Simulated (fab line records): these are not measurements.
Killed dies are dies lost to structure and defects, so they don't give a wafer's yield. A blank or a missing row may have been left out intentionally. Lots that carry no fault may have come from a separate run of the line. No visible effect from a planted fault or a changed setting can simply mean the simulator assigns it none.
fab line records	flow nand-harc
[record] lots = 7	wafers = 21	last-day = 34
route steps=1302 shown P_GATE@185
lots untouched by any fault: they come from a run of this same line in which no faults occurred
start-h: start of the lot's first displayed wafer, in hours after the record's first day	wait-h: how many hours have passed since the lot's step before this one	" same as the row above	L1.1+2: a row that stands for several wafers	- no value, or no start given	* or withheld: withheld	< > ~ a bound
route shown NAME@n: names a module that has steps shown in the file, with the first one's number in the route	usual: average and standard deviation across the fault-free wafers	same: alike in all rows	chamber/n: place in a boat	sites: each site's reading	_std_site: how widely they spread, as a standard deviation	_edge_site: inner sites' mean taken away from outer sites' mean	radius-mm: how far each site lies from the wafer's centre	mask NAME#n: copy n	behind: tool/chamber where the wafer was last shaped	hold: cause of the lot's hold/its duration in hours/its outcome	device: whichever transistor did not switch (one of n, p or np)	end of line: the route-end tests of the same wafers	a step with no rows: only its recipe	killed: not the wafer's yield, but the dies lost to structure and defects at the first sort	map: the dies of a wafer, with x for killed, . for not killed, _ for no die there
set.NAME: the setting as run; set.NAME@STEP: as run at that earlier step	model.NAME: the simulator's own value behind a step, which no gauge read
a table for each step, a row for each wafer; lots at some steps of the route
services: when a tool's chamber went out of use (start-h, in hours from the record's first day, below 0 if earlier), for how many hours, and the reason
[[steps]]
[step NHARC_P_GATE_CD_MEAS_59]
[recipe] target-cd-nm = 720	landing-energy-ev = 500
[usual] cd-nm = 718.9/2.6
lot.wafer	tool	chamber	start-h	wait-h	cd-nm
L810.1	cd-sem-02	0	120.00	-	717.0
L810.2	"	0	"	"	720.4
L810.4	"	0	"	"	716.6
L811.1	cd-sem-03	0	126.48	-	724.6
L811.3	"	0	"	"	717.8
L811.6	"	0	"	"	722.3
L816.1	cd-sem-02	0	171.66	-	722.2
L816.5	"	0	"	"	717.9
L816.6	"	0	"	"	720.9
L819.1	cd-sem-01	0	213.22	-	722.3
L819.2	"	0	"	"	719.2
L819.5	"	0	"	"	716.3
L824.2	cd-sem-02	0	258.02	-	721.1
L824.3	"	0	"	"	722.4
L824.4	"	0	"	"	717.8
L828.1	cd-sem-03	0	293.12	-	717.9
L828.4	"	0	"	"	719.5
L828.6	"	0	"	"	717.0
L833.2	cd-sem-03	0	344.62	-	725.4
L833.3	"	0	"	"	721.5
L833.6	"	0	"	"	719.3
[step NHARC_P_GATE_HARDBAKE_60]
[recipe] temp-c = 125	time-s = 80
[step NHARC_P_GATE_DESCUM_61]
[recipe] time-s = 3	o2-flow-sccm = 200	ar-flow-sccm = 0	bias-power-w = 0	chemistry = O2
[usual] drypump-motor-current-A = 5.4/0.49	oes-product-au = 1.002/0.015	rf-vpp-V = 57.7/0.84	showerhead-plenum-p-Torr = 1.91/0.059	throttle-valve-pct = 11.312/0.0096
lot.wafer	tool	chamber	start-h	wait-h	drypump-motor-current-A	oes-product-au	rf-hours-counter-h	rf-vpp-V	showerhead-plenum-p-Torr	throttle-valve-pct
L810.1	rie-diel-09	1	120.16	-	4.7	0.983	5.7	58.9	1.95	11.316
L810.2	"	3	"	"	5.4	0.998	5.3	59.0	1.87	11.309
L810.4	"	0	"	"	6.0	1.011	5.9	57.8	1.92	11.301
L811.3	rie-diel-10	1	126.64	-	4.9	0.991	4.5	58.6	1.90	11.309
L811.1	"	3	"	"	5.2	1.020	3.4	57.4	1.94	11.308
L811.6	"	1	"	"	4.9	0.986	-	59.5	1.90	11.305
L816.1	rie-diel-09	3	171.82	-	5.5	1.006	0.3	57.7	1.87	11.305
L816.6	"	3	"	"	5.5	1.011	-	57.4	1.87	11.300
L816.5	"	0	"	"	6.0	1.008	-	57.2	1.92	11.314
L819.1	rie-diel-10	0	213.39	-	5.3	0.999	10.2	58.2	1.79	11.312
L819.2	"	2	"	"	5.0	0.995	8.1	58.0	1.99	11.306
L819.5	"	3	"	"	5.2	1.000	-	57.8	1.94	11.306
L824.3	rie-diel-05	0	258.20	-	6.3	1.007	2.6	56.5	1.87	11.291
L824.2	"	1	"	"	5.7	0.991	0.7	57.6	1.94	11.316
L824.4	"	2	"	"	6.0	1.006	0.6	59.1	2.00	11.313
L828.1	rie-diel-05	1	293.30	-	5.7	0.987	2.3	57.2	1.94	11.299
L828.4	"	3	"	"	6.6	0.980	-	56.9	1.84	11.308
L828.6	"	2	"	"	6.0	1.000	-	56.0	2.00	11.307
L833.3	rie-diel-10	1	344.78	-	4.9	0.987	4.8	56.8	1.90	11.332
L833.2	"	0	"	"	5.2	1.014	6.0	57.9	1.79	11.311
L833.6	"	1	"	"	4.9	0.979	-	57.4	1.90	11.321
[step NHARC_P_GATE_IMPLANT_62]
[recipe] energy-kev = 20	dose-cm2 = 3e+15	tilt-deg = 7
[step NHARC_P_GATE_STRIP_112]
[recipe] power-w = 1500	temp-c = 110	time-s = 200	chemistry = N2/H2
[usual] drypump-motor-current-A = 5.8/0.45	heater-power-w = 99/8.9
lot.wafer	tool	chamber	start-h	wait-h	drypump-motor-current-A	heater-power-w	rf-hours-counter-h
L810.2	plasma-asher-02	1	120.53	0.2	5.7	108	7
L810.1	"	0	"	"	5.4	105	7
L810.4	"	1	"	"	5.7	107	-
L811.1	plasma-asher-01	0	127.00	0.2	6.7	88	24
L811.3	"	0	"	"	6.6	87	-
L811.6	"	0	"	"	6.6	85	-
L816.1	plasma-asher-02	1	172.22	0.2	5.8	108	19
L816.5	"	1	"	"	5.7	104	-
L816.6	"	0	"	"	5.3	105	-
L819.2	plasma-asher-02	0	213.75	0.2	5.4	108	25
L819.1	"	1	"	"	5.7	107	25
L819.5	"	0	"	"	5.4	110	-
L824.2	plasma-asher-02	1	258.60	0.2	5.7	102	0
L824.3	"	0	"	"	5.3	105	-
L824.4	"	1	"	"	5.7	103	-
L828.1	plasma-asher-01	1	293.67	0.2	5.8	89	25
L828.4	"	1	"	"	5.8	87	-
L828.6	"	0	"	"	6.7	88	-
L833.2	plasma-asher-02	1	345.15	0.2	5.7	104	19
L833.3	"	1	"	"	5.7	106	-
L833.6	"	1	"	"	5.7	103	-
[step NHARC_P_GATE_STRIP_76]
[recipe] power-w = 1500	temp-c = 250	chemistry = O2
[usual] drypump-motor-current-A = 5.8/0.45	heater-power-w = 370/34
lot.wafer	tool	chamber	start-h	wait-h	drypump-motor-current-A	heater-power-w	rf-hours-counter-h
L810.2	plasma-asher-02	1	120.78	0.2	5.7	406	7
L810.1	"	0	"	"	5.3	400	7
L810.4	"	1	"	"	5.7	390	-
L811.1	plasma-asher-01	0	127.27	0.2	6.7	323	25
L811.3	"	0	"	"	6.6	326	-
L811.6	"	0	"	"	6.7	328	-
L816.1	plasma-asher-02	1	172.48	0.2	5.7	400	20
L816.5	"	1	"	"	5.7	400	-
L816.6	"	0	"	"	5.3	411	-
L819.2	plasma-asher-02	0	214.01	0.2	5.3	399	25
L819.1	"	1	"	"	5.7	399	25
L819.5	"	0	"	"	5.4	406	-
L824.2	plasma-asher-02	1	258.83	0.2	5.7	379	0
L824.3	"	0	"	"	5.4	380	-
L824.4	"	1	"	"	5.7	393	-
L828.1	plasma-asher-01	1	293.93	0.2	5.8	322	25
L828.4	"	1	"	"	5.8	320	-
L828.6	"	0	"	"	6.7	339	-
L833.2	plasma-asher-02	1	345.41	0.2	5.7	391	19
L833.3	"	1	"	"	5.7	391	-
L833.6	"	1	"	"	5.7	394	-
[step NHARC_P_GATE_STRIP_63]
[recipe] time-s = 900	temp-c = 130	chemistry = SPM
[step NHARC_P_GATE_DEHYDRATE_83]
[recipe] temp-c = 150	time-s = 120
[step NHARC_P_GATE_HMDS_84]
[recipe] time-s = 30
[step NHARC_P_GATE_COAT_85]
[recipe] spin-rpm = 3000
[step NHARC_P_GATE_SOFTBAKE_86]
[recipe] temp-c = 122	time-s = 95
[step NHARC_P_GATE_EBR_87]
[step NHARC_P_GATE_EXPOSE_88]
[recipe] na = 0.6	target-cd-nm = 2000	dose-mj = 11.87	mask-id = P_HVN
[usual] exposure-dose-mJ-cm2 = 11.870/0.013
lot.wafer	tool	chamber	start-h	wait-h	mask	exposure-dose-mJ-cm2
L810.1	krf-scanner-02	0	121.42	-	P_HVN#0	11.856
L810.2	"	0	"	"	P_HVN#0	11.844
L810.4	"	0	"	"	P_HVN#0	11.863
L811.1	krf-scanner-02	0	127.90	-	P_HVN#0	11.877
L811.3	"	0	"	"	P_HVN#0	11.877
L811.6	"	0	"	"	P_HVN#0	11.857
L816.1	krf-scanner-03	0	173.11	-	P_HVN#0	11.852
L816.5	"	0	"	"	P_HVN#0	11.869
L816.6	"	0	"	"	P_HVN#0	11.856
L819.1	krf-scanner-04	0	214.65	-	P_HVN#0	11.870
L819.2	"	0	"	"	P_HVN#0	11.860
L819.5	"	0	"	"	P_HVN#0	11.863
L824.2	krf-scanner-04	0	259.46	-	P_HVN#0	17.928
L824.3	"	0	"	"	P_HVN#0	17.940
L824.4	"	0	"	"	P_HVN#0	17.947
L828.1	krf-scanner-04	0	294.70	-	P_HVN#0	17.915
L828.4	"	0	"	"	P_HVN#0	17.919
L828.6	"	0	"	"	P_HVN#0	17.906
L833.2	krf-scanner-04	0	346.18	-	P_HVN#0	17.943
L833.3	"	0	"	"	P_HVN#0	17.919
L833.6	"	0	"	"	P_HVN#0	17.935
[step NHARC_P_GATE_PEB_89]
[recipe] peb-temp-c = 118	peb-time-s = 85
[step NHARC_P_GATE_DEVELOP_90]
[recipe] time-s = 70
[step NHARC_P_GATE_CD_MEAS_91]
[recipe] target-cd-nm = 2000	landing-energy-ev = 500
[usual] cd-nm = 1998.6/2.2
lot.wafer	tool	chamber	start-h	wait-h	cd-nm
L810.1	cd-sem-03	0	121.58	-	1997.4
L810.2	"	0	"	"	2000.7
L810.4	"	0	"	"	1996.0
L811.1	cd-sem-03	0	128.06	-	2005.3
L811.3	"	0	"	"	2001.3
L811.6	"	0	"	"	2001.9
L816.1	cd-sem-02	0	173.27	-	1999.9
L816.5	"	0	"	"	2001.5
L816.6	"	0	"	"	1996.4
L819.1	cd-sem-02	0	214.81	-	2000.0
L819.2	"	0	"	"	1999.3
L819.5	"	0	"	"	1995.3
L824.2	cd-sem-02	0	259.61	-	2066.6
L824.3	"	0	"	"	2070.0
L824.4	"	0	"	"	2069.5
L828.1	cd-sem-01	0	294.85	-	2068.4
L828.4	"	0	"	"	2067.2
L828.6	"	0	"	"	2066.3
L833.2	cd-sem-03	0	346.33	-	2071.2
L833.3	"	0	"	"	2072.5
L833.6	"	0	"	"	2066.7
[step NHARC_P_GATE_HARDBAKE_92]
[recipe] temp-c = 125	time-s = 80
[step NHARC_P_GATE_DESCUM_93]
[recipe] time-s = 3	o2-flow-sccm = 200	ar-flow-sccm = 0	bias-power-w = 0	chemistry = O2
[usual] drypump-motor-current-A = 5.6/0.55	oes-product-au = 1.002/0.014	rf-vpp-V = 57.8/0.91	showerhead-plenum-p-Torr = 1.90/0.059	throttle-valve-pct = 11.310/0.0078
lot.wafer	tool	chamber	start-h	wait-h	drypump-motor-current-A	oes-product-au	rf-hours-counter-h	rf-vpp-V	showerhead-plenum-p-Torr	throttle-valve-pct	model.P_GATE.cd-nm
L810.2	rie-diel-09	0	121.74	-	6.0	1.022	5.9	57.7	1.92	11.308	2001
L810.1	"	2	"	"	5.4	0.994	5.1	56.7	1.84	11.317	1997
L810.4	"	3	"	"	5.5	1.015	5.3	57.6	1.87	11.312	1996
L811.1	rie-diel-10	0	128.24	-	5.3	1.020	3.8	58.6	1.79	11.304	2004
L811.3	"	1	"	"	4.9	0.980	4.5	58.4	1.90	11.314	2002
L811.6	"	0	"	"	5.3	1.018	-	56.6	1.79	11.313	2001
L816.1	rie-diel-10	2	173.45	-	5.1	1.005	6.4	59.1	1.99	11.296	1999
L816.6	"	0	"	"	5.3	1.017	-	56.3	1.79	11.299	1996
L816.5	"	1	"	"	4.9	0.983	-	58.6	1.90	11.315	2002
L819.1	rie-diel-05	1	214.99	-	5.7	0.990	7.2	57.4	1.94	11.308	2001
L819.2	"	2	"	"	6.0	1.003	7.4	57.7	2.00	11.297	1999
L819.5	"	3	"	"	6.6	0.987	-	56.4	1.85	11.310	1995
L824.4	rie-diel-05	0	259.77	-	6.3	0.995	2.8	57.4	1.87	11.302	2070
L824.2	"	1	"	"	5.7	0.979	0.8	59.0	1.94	11.318	2068
L824.3	"	3	"	"	6.7	0.972	2.7	58.3	1.84	11.315	2070
L828.1	rie-diel-10	0	295.01	-	5.3	1.026	2.3	58.7	1.79	11.304	2068
L828.4	"	2	"	"	5.1	1.022	1.7	59.1	1.98	11.314	2067
L828.6	"	0	"	"	5.3	1.020	-	55.8	1.79	11.309	2066
L833.3	rie-diel-09	3	346.49	-	5.5	1.011	0.6	58.4	1.87	11.313	2072
L833.2	"	1	"	"	4.7	0.979	1.1	57.9	1.95	11.310	2070
L833.6	"	0	"	"	6.0	1.014	-	55.0	1.91	11.321	2067
[step NHARC_P_GATE_IMPLANT_94]
[recipe] energy-kev = 60	dose-cm2 = 2e+15	tilt-deg = 7
[[services]]
tool	chamber	start-h	hours	kind
plasma-asher-01	-	105.90	6.6	repair
rie-diel-09	-	109.81	0.7	repair
krf-scanner-04	-	122.85	6.2	repair
krf-scanner-04	-	141.42	0.7	repair
rie-diel-09	-	143.10	9.0	pm
krf-scanner-03	-	156.21	1.4	repair
rie-diel-10	0	158.95	5.5	repair
plasma-asher-01	-	165.26	9.0	pm
rie-diel-09	2	166.78	6.6	repair
krf-scanner-04	-	182.00	4.0	pm
rie-diel-09	1	200.94	6.2	repair
krf-scanner-02	-	221.34	1.1	repair
krf-scanner-03	-	224.02	4.0	pm
rie-diel-05	-	229.90	9.0	pm
rie-diel-10	-	242.50	9.0	pm
rie-diel-05	2	246.03	12.0	repair
rie-diel-05	1	247.73	4.1	repair
plasma-asher-02	-	249.41	9.0	pm
krf-scanner-02	-	266.00	4.0	pm
rie-diel-10	0	273.24	3.8	repair
rie-diel-05	0	290.30	9.2	repair
rie-diel-09	-	320.11	9.0	pm
rie-diel-05	1	320.83	18.1	repair
plasma-asher-01	-	342.26	9.0	pm
[[key]]
[first-sign] step = NHARC_P_GATE_EXPOSE_88	reading = exposure-dose-mJ-cm2	direction = up	sigmas = 99+	usual = 11.870	struck = 17.928
[effect] step = NHARC_P_GATE_CD_MEAS_91	reading = cd-nm	direction = up	sigmas = 31	usual = 1998.6	struck = 2068.7
[model-effect] step = NHARC_P_GATE_DESCUM_93	value = P_GATE.cd-nm	without = 1998	struck = 2068
met-at NHARC_P_GATE_EXPOSE_88
struck-wafers L824.2,L824.3,L824.4,L828.1,L828.4,L828.6,L833.2,L833.3,L833.6
tester-left-out L824,L828,L833
onset-between 214.65 259.46
[fault] kind = process-parameter-drift	tool = krf-scanner-04	chamber = -	onset-h = 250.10	steps = NHARC_P_GATE_EXPOSE_88	channel = dose-mj	offset = 6.0521	shape = step	acts-in = these-recipes-only	stated = 11.87
// tester-left-out: of these lots the tester's yield and bins aren't shown, on N5 and GAA mostly nor the transistor test; their killed dies are dies lost to structure and defects alone, not to doping, threshold or leakage, so they don't give the yield
